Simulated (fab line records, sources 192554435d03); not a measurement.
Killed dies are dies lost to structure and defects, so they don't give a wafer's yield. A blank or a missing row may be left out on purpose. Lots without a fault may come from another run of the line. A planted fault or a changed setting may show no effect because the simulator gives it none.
Which tool did it? | flow n5_finfet | 23 lots, 69 wafers sampled, at 1 step of a route of 1938

WHAT THE GAUGES READ, wafer by wafer
N5_GATE_CUT_CD_MEAS_13: target cd 20 nm.
lot  | measured     | on        | cd_nm (nm)
L074 | day 4 12:04  | cd_sem-03 | 20.06 20.62 20.08
L075 | day 4 15:57  | cd_sem-03 | 19.98 20.15 19.99
L076 | day 5 02:12  | cd_sem-01 | 19.44 20.05 20.14
L077 | day 5 04:14  | cd_sem-02 | 20.62 20.26 19.96
L078 | day 5 12:25  | cd_sem-02 | 20.58 20.19 20.02
L079 | day 5 16:17  | cd_sem-02 | 19.91 19.92 19.65
L080 | day 5 21:50  | cd_sem-01 | 20.26 19.75 19.66
L081 | day 6 06:24  | cd_sem-02 | 19.98 19.96 19.98
L082 | day 6 20:13  | cd_sem-01 | 19.57 20.02 19.95
L083 | day 6 22:59  | cd_sem-01 | 19.98 19.99 19.84
L084 | day 7 02:53  | cd_sem-01 | 19.75 19.47 19.76
L085 | day 7 05:14  | cd_sem-01 | 20.06 20.01 19.79
L086 | day 7 15:16  | cd_sem-03 | 20.05 20.18 20.29
L087 | day 7 20:39  | cd_sem-02 | 20.03 20.21 20.17
L088 | day 7 22:04  | cd_sem-03 | 20.12 20.17 20.08
L089 | day 8 05:11  | cd_sem-02 | 20.19 20.09 20.51
L091 | day 8 17:50  | cd_sem-03 | 20.09 19.67 19.90
L092 | day 9 01:42  | cd_sem-01 | 19.96 20.30 19.76
L093 | day 9 06:00  | cd_sem-02 | 19.67 20.06 20.02
L094 | day 9 13:03  | cd_sem-03 | 20.40 20.10 19.86
L095 | day 9 17:32  | cd_sem-03 | 20.30 20.29 19.83
L096 | day 10 02:32 | cd_sem-03 | 20.00 19.97 20.01
L097 | day 10 04:21 | cd_sem-03 | 19.88 20.17 20.28

WHICH TOOL RAN EACH LOT (tool, then ch and the chambers of the sampled wafers, then the start)
The record holds no process step before these readings.

WHAT THE TOOLS THEMSELVES READ (means of the sampled wafers that have a number; where no wafer has one, the mark that the record gives instead)
The record holds no such reading with a usual standard deviation.

THE ANSWER, worked out from the rows above alone
Rule: what is usual is taken from the lots themselves. Put in order of their means at a reading, lots are off if they are a third of the lots or fewer, leave a main group of 4 or more, and stand apart from it by a gap of 3 or more times the standard deviation of the main group's means; of several such gaps the widest counts. A main group whose means are all the same, to the digits that the tables above print for the reading, isn't used. A lot without any number at a reading at which 4 lots or more have one is off too. The other lots that the step has rows for count as sound. The gauges are gone through in route order, then the tools' own readings, and for those a lot's mean is taken as printed above. The first step at which some lot is off is used, and at that step the reading that is off furthest; a lot without a number counts as furthest.
No lot is off at any reading shown: from this, nothing can be told.

WHAT THE SIMULATOR HAD PUT IN
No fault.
